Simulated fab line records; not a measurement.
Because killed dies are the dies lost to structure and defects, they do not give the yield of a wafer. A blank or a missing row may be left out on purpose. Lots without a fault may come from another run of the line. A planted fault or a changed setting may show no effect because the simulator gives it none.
One fault seen from 2 desks -- flow n5-finfet -- what lay behind the numbers comes last; until then each desk has only its own

== DESK OF THE TOOL OWNER: euv-scanner-01 ==
The tool's own readings at N5_BEOL_M8_EXPOSE_25 (exposes mask V7, target cd 40 nm): means of the sampled wafers that have a number, for each lot that ran on this tool. Any lot whose mean is over 4 standard deviations away from the usual mean is out of limits and marked OUT; that distance is given in the brackets.
Columns: A = exposure-dose-mJ-cm2 at N5_BEOL_M8_EXPOSE_25, usual 42.46
lot,first seen here,A
L193,day 9 05:07,42.50
L196,day 10 11:31,42.48
L198,day 10 17:18,41.57 (-16) OUT
L199,day 10 22:34,41.57 (-16) OUT
L200,day 11 00:17,41.82 (-11) OUT
This desk's verdict: out of limits on L198, L199, L200, starting with L198 at day 10 17:18 (exposure-dose-mJ-cm2 at N5_BEOL_M8_EXPOSE_25). L193, L196: within limits.

== THE METROLOGY DESK ==
What the gauges read for every lot (on any tool): the sampled wafers with a number, averaged. Any lot whose mean is over 4 standard deviations away from the usual mean is out of limits and marked OUT; that distance is given in the brackets.
Columns: A = V7_OVL at N5_BEOL_M8_OVL_MEAS_29, usual 0.2 nm
lot,first seen here,A
L193,day 9 05:16,0.4
L192,day 9 20:55,-0.3
L194,day 9 21:11,-0.4
L196,day 10 11:41,0.6
L198,day 10 17:28,0.2
L199,day 10 22:44,0.6
L200,day 11 00:28,0.6
L208,day 13 18:41,-0.5
L210,day 14 11:02,0.1
L213,day 14 18:28,-0.3
L215,day 15 04:55,-0.9
This desk found nothing out of limits on any of the 11 lots.

== PUT TOGETHER ==
The tool owner's desk had the chance to raise an alarm at day 10 17:18 on L198, L199, L200.
From the metrology desk's view, nothing was out of limits.
The metrology desk has L198, L199, L200 on record, within its limits.
N5_BEOL_M8_EXPOSE_25 was run on euv-scanner-01 by each of the lots named.

== WHAT THE SIMULATOR PUT IN ==
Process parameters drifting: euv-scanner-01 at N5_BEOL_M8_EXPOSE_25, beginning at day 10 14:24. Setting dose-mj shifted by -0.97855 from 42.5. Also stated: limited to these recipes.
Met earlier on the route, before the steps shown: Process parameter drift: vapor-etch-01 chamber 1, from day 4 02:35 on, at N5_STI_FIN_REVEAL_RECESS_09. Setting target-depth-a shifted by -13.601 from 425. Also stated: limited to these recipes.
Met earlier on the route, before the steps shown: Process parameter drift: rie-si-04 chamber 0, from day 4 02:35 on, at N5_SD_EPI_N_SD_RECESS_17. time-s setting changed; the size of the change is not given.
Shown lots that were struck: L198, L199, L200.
Hours from the fault's start to each desk's first reading out of limits: the tool owner's desk, 3.
